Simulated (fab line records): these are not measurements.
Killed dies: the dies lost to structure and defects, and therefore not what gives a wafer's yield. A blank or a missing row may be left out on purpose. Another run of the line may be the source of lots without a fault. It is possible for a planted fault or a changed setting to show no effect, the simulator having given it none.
fab line records ; flow n5Finfet
record lots=10; wafers=30; lastDay=20
route steps=1938 shown SDB@369 DUMMY_REMOVAL@381 BEOL_M4@1111 PASSIVATION@1936
lots that met no fault: taken from a fault-free run of the same line
startH: hours from the record's first day to the start of the lot's first wafer shown ; waitH: how many hours have passed since the lot's step before this one ; " same as the row above ; L1.1+2: one row covering several wafers at once ; - either no value or no given start ; * or withheld: withheld ; < > ~ a bound
route shown NAME@n: NAME is a module with steps in the file, n the number in the route of the first one ; usual: mean/standard deviation taken from wafers without a fault ; same: alike in all rows ; chamber/n: place in a boat ; sites: readings site by site ; _std_site: standard deviation of those values ; _edge_site: outer sites' mean less inner sites' ; radiusMm: for every site, how far away it sits from the centre of the wafer ; mask NAME#n: copy n ; behind: the tool/chamber that last shaped the wafer ; hold: why the lot was held/for how many hours/how that ended ; device: whichever transistor did not switch (one of n, p or np) ; end of line: the tests these same wafers got at the end of their route ; step lacking rows: just its recipe ; killed: not the wafer's yield, but the dies lost to structure and defects at the first sort ; map: a wafer's dies, marking killed ones x, the rest . and places with no die _
set.NAME: the setting that was run; set.NAME@STEP: the one run at that earlier step ; model.NAME: the simulator's own value behind a step, which no gauge read
a sample of lots followed through the steps of the route, with each step as a table and each wafer as a row
services: a tool's chamber out of use, with start hour (startH, from the record's first day; less than 0 if before it), hours out, and reason
## steps
# step N5_SDB_CUT_ETCH_26
# recipe chemistry=HBr/Cl2/O2; target=Si; targetDepthA=1296; btTimeS=20; maskMaterial=SiNx; timeS=51.8; ionEnergyEv=*; biasW=*; pressureMtorr=10; icpW=800; HBr_flow_sccm=150; Cl2_flow_sccm=80; O2_flow_sccm=12
# usual drypumpMotorCurrentA=5.7/0.42; oes_o_777_au=1.01/0.037; oesProductAu=1.004/0.016; throttleValvePct=37.08/0.19
# same timeS=51.8
lot.wafer;tool;chamber;startH;waitH;drypumpMotorCurrentA;oes_o_777_au;oesProductAu;rfHoursCounterH;throttleValvePct
L556.1;rieSi-06;1;74.68;0.1;6.0;1.06;1.018;66;37.12
L556.5;rieSi-06;0;74.68;0.1;6.3;0.99;1.001;-;37.51
L556.6;rieSi-06;1;74.68;0.1;6.0;1.07;1.024;-;37.12
L558.2;rieSi-05;0;85.02;0.1;5.5;0.98;0.983;3;36.72
L558.5;rieSi-05;0;85.02;0.1;5.5;0.99;0.995;-;36.69
L558.6;rieSi-05;3;85.02;0.1;5.8;1.02;1.019;-;37.42
L559.2;rieSi-06;3;90.17;0.1;5.9;1.01;0.984;21;37.14
L559.3;rieSi-06;2;90.17;0.1;5.0;1.00;1.007;64;37.11
L559.6;rieSi-06;2;90.17;0.1;5.0;0.99;1.018;-;37.09
L560.1;rieSi-05;1;96.08;0.1;6.5;1.00;1.001;129;37.11
L560.5;rieSi-05;0;96.08;0.1;5.5;0.98;0.995;-;36.71
L560.6;rieSi-05;1;96.08;0.1;6.5;1.01;1.008;-;37.10
L565.1;rieSi-04;1;129.46;0.1;5.3;1.07;1.023;84;37.06
L565.3;rieSi-04;0;129.46;0.1;5.7;0.96;0.978;44;37.11
L565.5;rieSi-04;2;129.46;0.1;5.9;0.98;0.976;-;36.87
L567.3;rieSi-06;3;138.50;0.1;5.9;1.01;0.990;22;37.14
L567.4;rieSi-06;1;138.50;0.1;6.0;1.06;1.017;67;37.13
L567.5;rieSi-06;2;138.50;0.1;5.1;1.00;1.011;-;37.10
L568.2;rieSi-05;1;145.34;0.1;6.5;1.00;1.011;130;37.12
L568.4;rieSi-05;3;145.34;0.1;5.8;1.01;1.024;147;37.41
L568.6;rieSi-05;2;145.34;0.1;5.2;1.05;1.008;-;37.09
L576.2;rieSi-06;1;190.80;0.1;6.0;1.06;1.024;68;37.14
L576.5;rieSi-06;0;190.80;0.1;6.3;0.99;1.002;-;37.49
L576.6;rieSi-06;3;190.80;0.1;5.9;1.00;0.996;-;37.15
L577.1;rieSi-04;2;199.40;0.1;5.8;0.98;0.973;70;36.87
L577.2;rieSi-04;0;199.40;0.1;5.7;0.95;0.994;45;37.11
L577.4;rieSi-04;0;199.40;0.1;5.7;0.95;0.987;-;37.09
L578.2;rieSi-05;0;206.49;0.1;5.5;0.98;1.000;5;36.72
L578.3;rieSi-05;1;206.49;0.1;6.5;1.01;1.018;131;37.12
L578.5;rieSi-05;0;206.49;0.1;5.5;0.98;0.995;-;36.73
# step N5_SDB_THK_MEAS_31
# recipe reads=a-Si_of_DUMMY_GATE_CVD_03
# usual SDB_THK=64.2/0.95
lot.wafer;tool;chamber;startH;waitH;SDB_THK[nm]
L556.1;filmMetro-01;-;77.93;-;63.8
L556.5;filmMetro-01;-;77.93;-;64.2
L556.6;filmMetro-01;-;77.93;-;65.0
L558.2;filmMetro-01;-;88.23;-;64.9
L558.5;filmMetro-01;-;88.23;-;64.0
L558.6;filmMetro-01;-;88.23;-;65.2
L559.2;filmMetro-01;-;94.46;-;63.8
L559.3;filmMetro-01;-;94.46;-;63.1
L559.6;filmMetro-01;-;94.46;-;63.9
L560.1;filmMetro-01;-;99.29;-;62.6
L560.5;filmMetro-01;-;99.29;-;63.9
L560.6;filmMetro-01;-;99.29;-;64.2
L565.1;filmMetro-01;-;132.76;-;65.3
L565.3;filmMetro-01;-;132.76;-;64.4
L565.5;filmMetro-01;-;132.76;-;64.7
L567.3;filmMetro-01;-;141.71;-;63.9
L567.4;filmMetro-01;-;141.71;-;65.0
L567.5;filmMetro-01;-;141.71;-;65.1
L568.2;filmMetro-02;-;148.56;-;64.7
L568.4;filmMetro-02;-;148.56;-;66.0
L568.6;filmMetro-02;-;148.56;-;64.9
L576.2;filmMetro-01;-;194.01;-;64.7
L576.5;filmMetro-01;-;194.01;-;64.2
L576.6;filmMetro-01;-;194.01;-;64.3
L577.1;filmMetro-02;-;202.83;-;62.4
L577.2;filmMetro-02;-;202.83;-;64.0
L577.4;filmMetro-02;-;202.83;-;64.2
L578.2;filmMetro-02;-;209.70;-;64.0
L578.3;filmMetro-02;-;209.70;-;64.7
L578.5;filmMetro-02;-;209.70;-;64.8
# step N5_DUMMY_REMOVAL_INSPECT_06
# recipe inspectInstrument=brightfield; mode=aei
# usual rawDefectCount=12/5.9
lot.wafer;tool;chamber;startH;waitH;rawDefectCount
L556.1;defectInspect-01;-;78.20;0.0;19
L556.5;defectInspect-01;-;78.20;0.0;31
L556.6;defectInspect-01;-;78.20;0.0;33
L558.2;defectInspect-02;-;88.54;0.0;8
L558.5;defectInspect-02;-;88.54;0.0;6
L558.6;defectInspect-02;-;88.54;0.0;5
L559.2;defectInspect-02;-;94.72;0.0;10
L559.3;defectInspect-02;-;94.72;0.0;29
L559.6;defectInspect-02;-;94.72;0.0;6
L560.1;defectInspect-02;-;99.64;0.0;4
L560.5;defectInspect-02;-;99.64;0.0;7
L560.6;defectInspect-02;-;99.64;0.0;14
L565.1;defectInspect-01;-;133.07;0.0;13
L565.3;defectInspect-01;-;133.07;0.0;10
L565.5;defectInspect-01;-;133.07;0.0;9
L567.3;defectInspect-02;-;141.98;0.0;11
L567.4;defectInspect-02;-;141.98;0.0;10
L567.5;defectInspect-02;-;141.98;0.0;9
L568.2;defectInspect-01;-;148.82;0.0;12
L568.4;defectInspect-01;-;148.82;0.0;14
L568.6;defectInspect-01;-;148.82;0.0;12
L576.2;defectInspect-01;-;194.26;0.0;6
L576.5;defectInspect-01;-;194.26;0.0;13
L576.6;defectInspect-01;-;194.26;0.0;10
L577.1;defectInspect-01;-;203.09;0.0;12
L577.2;defectInspect-01;-;203.09;0.0;11
L577.4;defectInspect-01;-;203.09;0.0;14
L578.2;defectInspect-02;-;209.95;0.0;13
L578.3;defectInspect-02;-;209.95;0.0;9
L578.5;defectInspect-02;-;209.95;0.0;13
# step N5_DUMMY_REMOVAL_PRECLEAN_08
# recipe chemistry=NF3:NH3; afsCycles=2; tempC=30; timeS=20; sublimationTempC=180; sublimationTimeS=60; pressureTorr=3; rfPowerW=30
# usual tempC=29.99/0.11
# same timeS=20
lot.wafer;tool;chamber;startH;waitH;tempC
L556.1;remotePlasma-01;0;78.23;0.0;30.08
L556.5;remotePlasma-01;0;78.23;0.0;30.18
L556.6;remotePlasma-01;0;78.23;0.0;30.19
L558.2;remotePlasma-01;1;88.61;0.1;29.84
L558.5;remotePlasma-01;1;88.61;0.1;29.91
L558.6;remotePlasma-01;1;88.61;0.1;30.00
L559.2;remotePlasma-02;1;94.79;0.1;30.11
L559.3;remotePlasma-02;1;94.79;0.1;30.05
L559.6;remotePlasma-02;1;94.79;0.1;29.87
L560.1;remotePlasma-02;0;99.67;0.0;30.03
L560.5;remotePlasma-02;0;99.67;0.0;30.03
L560.6;remotePlasma-02;0;99.67;0.0;29.91
L565.1;remotePlasma-02;0;133.10;0.0;28.95
L565.3;remotePlasma-02;0;133.10;0.0;29.28
L565.5;remotePlasma-02;0;133.10;0.0;29.16
L567.3;remotePlasma-01;1;142.07;0.1;30.11
L567.4;remotePlasma-01;1;142.07;0.1;30.18
L567.5;remotePlasma-01;1;142.07;0.1;30.22
L568.2;remotePlasma-02;1;148.91;0.1;29.50
L568.4;remotePlasma-02;1;148.91;0.1;29.34
L568.6;remotePlasma-02;1;148.91;0.1;29.44
L576.2;remotePlasma-01;0;194.33;0.1;29.91
L576.5;remotePlasma-01;0;194.33;0.1;29.79
L576.6;remotePlasma-01;0;194.33;0.1;29.94
L577.1;remotePlasma-02;0;203.12;0.0;30.00
L577.2;remotePlasma-02;0;203.12;0.0;29.81
L577.4;remotePlasma-02;0;203.12;0.0;29.97
L578.2;remotePlasma-01;1;210.02;0.1;30.01
L578.3;remotePlasma-01;1;210.02;0.1;30.06
L578.5;remotePlasma-01;1;210.02;0.1;29.91
# step N5_BEOL_M4_RC_MEAS_101
# usual DIBL_N=36.6/1.1; DIBL_P=36.7/1.5; IOFF_N=0.155/0.019; IOFF_P=0.208/0.025; ION_N=673/8.5; ION_P=462/5.9; SS_N=71.6/0.58; SS_P=73.5/0.51; VT_N=250.7/2.4; VT_P=-251/3
lot.wafer;tool;chamber;startH;waitH;DIBL_N[mV/V];DIBL_P[mV/V];IOFF_N[nA/um];IOFF_P[nA/um];ION_N[uA/um];ION_P[uA/um];SS_N[mV/dec];SS_P[mV/dec];VT_N[mV];VT_P[mV]
L556.1;prober-01;0;208.01;0.0;37.5;39.1;0.192;0.226;680;463;71.9;73.8;248.0;-252
L556.5;prober-01;0;208.01;0.0;35.9;37.5;0.160;0.197;668;456;72.6;73.5;251.8;-254
L556.6;prober-01;0;208.01;0.0;38.6;39.9;0.207;0.241;680;462;72.0;74.5;244.1;-252
L558.2;prober-02;0;244.54;0.2;35.4;35.1;0.154;0.207;667;461;71.7;73.3;249.7;-248
L558.5;prober-02;0;244.54;0.2;36.8;36.9;0.183;0.242;678;467;72.5;73.5;247.9;-247
L558.6;prober-02;0;244.54;0.2;36.9;37.4;0.185;0.248;683;468;72.2;73.1;245.7;-248
L559.2;prober-01;0;252.76;0.2;37.5;37.8;0.163;0.208;669;462;71.1;73.7;251.8;-253
L559.3;prober-01;0;252.76;0.2;34.9;34.6;0.125;0.157;662;453;70.4;73.3;253.7;-252
L559.6;prober-01;0;252.76;0.2;37.0;36.5;0.152;0.190;674;462;70.5;73.4;250.9;-251
L560.1;prober-02;0;266.34;0.0;35.4;36.4;0.151;0.210;671;465;71.2;73.6;248.0;-250
L560.5;prober-02;0;266.34;0.0;36.5;38.0;0.175;0.231;682;470;72.3;73.7;250.3;-248
L560.6;prober-02;0;266.34;0.0;36.4;36.8;0.169;0.221;678;462;71.8;73.4;248.5;-249
L565.1;prober-01;0;284.41;0.0;36.9;36.1;0.129;0.197;662;461;71.1;73.3;253.8;-251
L565.3;prober-01;0;284.41;0.0;38.4;37.4;0.147;0.206;671;459;72.1;73.2;254.1;-253
L565.5;prober-01;0;284.41;0.0;37.7;36.8;0.147;0.212;671;464;71.5;73.5;250.9;-250
L568.2;prober-02;0;306.82;0.2;34.9;35.5;0.156;0.219;674;467;72.4;73.4;250.1;-248
L568.4;prober-02;0;306.82;0.2;36.6;36.9;0.172;0.236;674;463;72.5;73.5;248.3;-248
L568.6;prober-02;0;306.82;0.2;35.6;36.5;0.161;0.225;679;466;71.6;72.8;250.4;-247
L567.3;prober-01;0;313.55;0.3;37.1;36.4;0.151;0.197;673;459;71.6;73.1;250.6;-255
L567.4;prober-01;0;313.55;0.3;35.0;34.6;0.121;0.174;664;458;71.2;72.9;257.0;-254
L567.5;prober-01;0;313.55;0.3;37.1;36.7;0.147;0.213;664;456;71.8;73.4;253.5;-252
L576.2;prober-01;0;362.67;0.2;36.5;36.6;0.150;0.218;675;464;71.7;73.4;251.7;-249
L576.5;prober-01;0;362.67;0.2;37.8;37.9;0.170;0.245;677;469;71.5;74.2;252.2;-247
L576.6;prober-01;0;362.67;0.2;35.7;35.1;0.131;0.200;675;471;71.2;73.5;253.5;-248
L578.2;prober-02;0;366.56;0.2;36.8;36.1;0.155;0.218;681;469;72.4;73.6;247.5;-249
L578.3;prober-02;0;366.56;0.2;37.9;37.3;0.179;0.236;696;468;71.5;74.0;247.6;-251
L578.5;prober-02;0;366.56;0.2;34.4;32.9;0.123;0.166;668;455;71.7;72.3;252.1;-254
L577.1;prober-02;0;372.04;0.0;36.7;37.5;0.168;0.178;679;450;72.5;73.2;250.9;-256
L577.2;prober-02;0;372.04;0.0;36.7;37.0;0.166;0.170;671;443;71.5;72.9;251.7;-255
L577.4;prober-02;0;372.04;0.0;36.0;36.0;0.152;0.169;658;443;71.6;73.0;250.1;-256
# step N5_PASSIVATION_PROBE_49
# usual defectLimitedYield=91.2/1.4; killed_at_M0_to_M3=36/11; killed_at_M4_up=14/5.6; killedAtContacts=12/5.9; killedAtFrontEnd=38/13; killedAtOther=3.5/2.7; killedDies=104/17; killedOnRim=14/3.9; killedOpen=68/12; killedShort=34/8.2; sort_bin_5_function=5.1/0.95; sort_bin_6_memory=3.3/0.7; sortNPass=1076/17; sortYieldPct=91.2/1.4
# same grossDies=1180; killedAtBackSide=0; sort_bin_4_leakage[%]=0; sort_bin_8_speed[%]=0
lot.wafer;tool;chamber;startH;waitH;defectLimitedYield[%];killed_at_M0_to_M3;killed_at_M4_up;killedAtContacts;killedAtFrontEnd;killedAtOther;killedDies;killedOnRim;killedOpen;killedShort;sort_bin_5_function[%];sort_bin_6_memory[%];sortNPass;sortYieldPct[%]
L556.1;prober-02;-;314.63;0.0;91.5;29;14;9;46;2;100;14;69;28;4.2;3.6;1080;91.5
L556.5;prober-02;-;314.83;0.2;92.2;25;4;10;46;7;92;13;62;30;4.7;3.1;1088;92.2
L556.6;prober-02;-;314.88;0.3;91.0;26;10;10;55;5;106;11;73;32;5.7;3.2;1074;91.0
L558.2;prober-02;-;353.17;0.1;89.2;53;11;3;54;7;128;12;85;41;6.4;4.2;1052;89.2
L558.5;prober-02;-;353.32;0.2;90.3;51;9;8;46;1;115;19;80;31;5.8;3.5;1065;90.3
L558.6;prober-02;-;353.37;0.3;88.7;35;9;7;78;4;133;15;84;44;6.2;4.0;1047;88.7
L559.2;prober-02;-;357.82;0.1;89.2;34;24;9;57;3;127;15;87;40;6.5;3.9;1053;89.2
L559.3;prober-02;-;357.87;0.1;90.6;22;26;15;42;6;111;15;76;33;5.6;3.6;1069;90.6
L559.6;prober-02;-;358.02;0.3;90.6;31;18;10;45;7;111;15;73;36;5.1;4.1;1069;90.6
L560.1;prober-01;-;377.30;0.0;91.0;37;15;15;30;9;106;17;63;36;4.2;3.7;1074;91.0
L560.5;prober-01;-;377.50;0.2;92.5;37;13;19;18;1;88;11;60;26;4.8;2.4;1092;92.5
L560.6;prober-01;-;377.55;0.3;92.3;32;9;10;35;5;91;14;60;30;4.2;3.2;1089;92.3
L568.2;prober-01;-;414.61;0.1;90.1;31;33;13;40;0;117;11;66;43;6.2;3.5;1063;90.1
L568.4;prober-01;-;414.71;0.2;92.2;31;17;10;32;2;92;14;45;43;3.4;3.6;1088;92.2
L568.6;prober-01;-;414.81;0.3;92.6;22;14;4;45;2;87;10;45;34;3.6;2.8;1093;92.6
# killed by level:class
L556.1 FIN_SAQP:geometricParticle:open=10 BEOL_M3:geometricParticle:open=9 STI_FIN_REVEAL:geometricParticle:open=8 BEOL_M2:geometricParticle:open=8 MOL_CONTACT_COAG:geometricParticle:open=8 STI_FIN_REVEAL:geometricParticle:short=5 BEOL_M4:geometricParticle:open=5 FIN_SAQP:geometricParticle:short=4
L556.5 FIN_SAQP:geometricParticle:short=10 MOL_CONTACT_COAG:geometricParticle:open=9 STI_FIN_REVEAL:geometricParticle:open=8 FIN_SAQP:geometricParticle:open=7 DUMMY_GATE:geometricParticle:open=7 BEOL_M3:geometricParticle:open=7 BEOL_M0_SAQP:geometricParticle:open=4 BEOL_M1:geometricParticle:open=4
L556.6 STI_FIN_REVEAL:geometricParticle:open=18 BEOL_M3:geometricParticle:open=11 MOL_CONTACT_COAG:geometricParticle:open=7 BEOL_M0_SAQP:geometricParticle:open=6 FIN_SAQP:geometricParticle:short=5 DUMMY_GATE:geometricParticle:open=5 GATE_CUT:geometricParticle:open=5 FIN_SAQP:geometricParticle:open=4
L558.2 STI_FIN_REVEAL:geometricParticle:open=18 BEOL_M1:geometricParticle:open=12 FIN_SAQP:geometricParticle:short=9 BEOL_M2:geometricParticle:open=9 BEOL_M0_SAQP:geometricParticle:short=9 BEOL_M3:geometricParticle:open=9 BEOL_M1:geometricParticle:short=7 FIN_SAQP:geometricParticle:open=6
L558.5 BEOL_M1:geometricParticle:open=23 FIN_SAQP:geometricParticle:open=10 FIN_SAQP:geometricParticle:short=8 STI_FIN_REVEAL:geometricParticle:open=8 MOL_CONTACT_COAG:geometricParticle:open=8 BEOL_M0_SAQP:geometricParticle:open=8 BEOL_M0_SAQP:geometricParticle:short=7 BEOL_M1:geometricParticle:short=5
L558.6 STI_FIN_REVEAL:geometricParticle:open=30 BEOL_M0_SAQP:geometricParticle:open=10 FIN_SAQP:geometricParticle:short=8 GATE_CUT:geometricParticle:short=7 BEOL_M1:geometricParticle:open=7 BEOL_M2:geometricParticle:open=6 BEOL_M0_SAQP:geometricParticle:short=6 STI_FIN_REVEAL:geometricParticle:short=5
L559.2 STI_FIN_REVEAL:geometricParticle:open=16 BEOL_M4:geometricParticle:open=15 FIN_SAQP:geometricParticle:open=11 MOL_CONTACT_COAG:geometricParticle:open=8 BEOL_M3:geometricParticle:open=8 GATE_CUT:geometricParticle:short=7 BEOL_M0_SAQP:geometricParticle:short=6 BEOL_M1:geometricParticle:open=6
L559.3 BEOL_M4:geometricParticle:open=14 FIN_SAQP:geometricParticle:open=11 MOL_CONTACT_COAG:geometricParticle:open=9 DUMMY_GATE:geometricParticle:open=6 BEOL_M0_SAQP:geometricParticle:open=6 FIN_SAQP:geometricParticle:short=5 MOL_CONTACT_COAG:geometricParticle:short=5 BEOL_M0_SAQP:geometricParticle:short=5
L559.6 STI_FIN_REVEAL:geometricParticle:open=16 MOL_CONTACT_COAG:geometricParticle:open=8 FIN_SAQP:geometricParticle:open=7 BEOL_M0_SAQP:geometricParticle:short=7 BEOL_M0_SAQP:geometricParticle:open=7 BEOL_M3:geometricParticle:open=6 FIN_SAQP:geometricParticle:short=5 ILD0:geometricParticle:open=5
L560.1 MOL_CONTACT_COAG:geometricParticle:open=10 BEOL_M0_SAQP:geometricParticle:short=10 BEOL_M2:geometricParticle:open=8 BEOL_M1:geometricParticle:open=7 FIN_SAQP:geometricParticle:open=5 MOL_CONTACT_COAG:geometricParticle:short=5 BEOL_M0_SAQP:geometricParticle:open=5 HKMG_FIN:areaEtch=5
L560.5 MOL_CONTACT_COAG:geometricParticle:open=14 BEOL_M1:geometricParticle:open=11 BEOL_M4:geometricParticle:open=7 BEOL_M0_SAQP:geometricParticle:open=6 BEOL_M0_SAQP:geometricParticle:short=6 BEOL_M1:geometricParticle:short=6 STI_FIN_REVEAL:geometricParticle:open=5 MOL_CONTACT_COAG:geometricParticle:short=5
L560.6 STI_FIN_REVEAL:geometricParticle:open=10 BEOL_M2:geometricParticle:open=9 MOL_CONTACT_COAG:geometricParticle:open=8 BEOL_M1:geometricParticle:open=6 BEOL_M0_SAQP:geometricParticle:short=5 FIN_SAQP:geometricParticle:short=4 BEOL_M3:geometricParticle:open=4 FIN_SAQP:geometricParticle:open=3
L568.2 BEOL_M4:geometricParticle:short=11 BEOL_M4:geometricParticle:open=11 MOL_CONTACT_COAG:geometricParticle:open=8 BEOL_M0_SAQP:geometricParticle:short=8 FIN_SAQP:geometricParticle:open=7 STI_FIN_REVEAL:geometricParticle:open=7 ILD0:geometricParticle:short=7 BEOL_M3:geometricParticle:open=6
L568.4 BEOL_M0_SAQP:geometricParticle:open=9 MOL_CONTACT_COAG:geometricParticle:open=9 BEOL_M0_SAQP:geometricParticle:short=9 BEOL_M4:geometricParticle:short=8 FIN_SAQP:geometricParticle:short=7 STARTING-WAFER:geometricParticle:short=6 BEOL_M4:geometricParticle:open=5 BEOL_M3:geometricParticle:open=4
L568.6 FIN_SAQP:geometricParticle:open=10 STI_FIN_REVEAL:geometricParticle:open=8 BEOL_M3:geometricParticle:open=7 BEOL_M4:geometricParticle:short=7 HKMG_FIN:areaEtch=7 BEOL_M2:geometricParticle:short=6 FIN_SAQP:geometricParticle:short=5 STARTING-WAFER:geometricParticle:short=4
## services
tool;chamber;startH;hours;kind
rieSi-06;0;83.78;8.4;repair
rieSi-05;1;99.73;1.3;repair
rieSi-04;0;136.53;12.0;repair
rieSi-04;3;182.82;-;clean
rieSi-04;3;182.82;20.3;scheduledDown
rieSi-04;3;182.82;20.3;ventCycle
## key
firstSign step=N5_DUMMY_REMOVAL_PRECLEAN_08; reading=tempC; direction=down; sigmas=6.5; usual=*; struck=*
effect none on later readings
metAt N5_DUMMY_REMOVAL_PRECLEAN_08
struckLots L565,L568
notActingAt N5_SDB_CUT_ETCH_26,N5_SDB_THK_MEAS_31,N5_DUMMY_REMOVAL_INSPECT_06
onsetBetween 99.67 133.10
fault kind=processParameterDrift; tool=remotePlasma-02; chamber=-; onsetH=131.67; steps=N5_DUMMY_REMOVAL_PRECLEAN_08; channel=tempC; offset=*; shape=step; endH=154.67; actsIn=*; stated=*
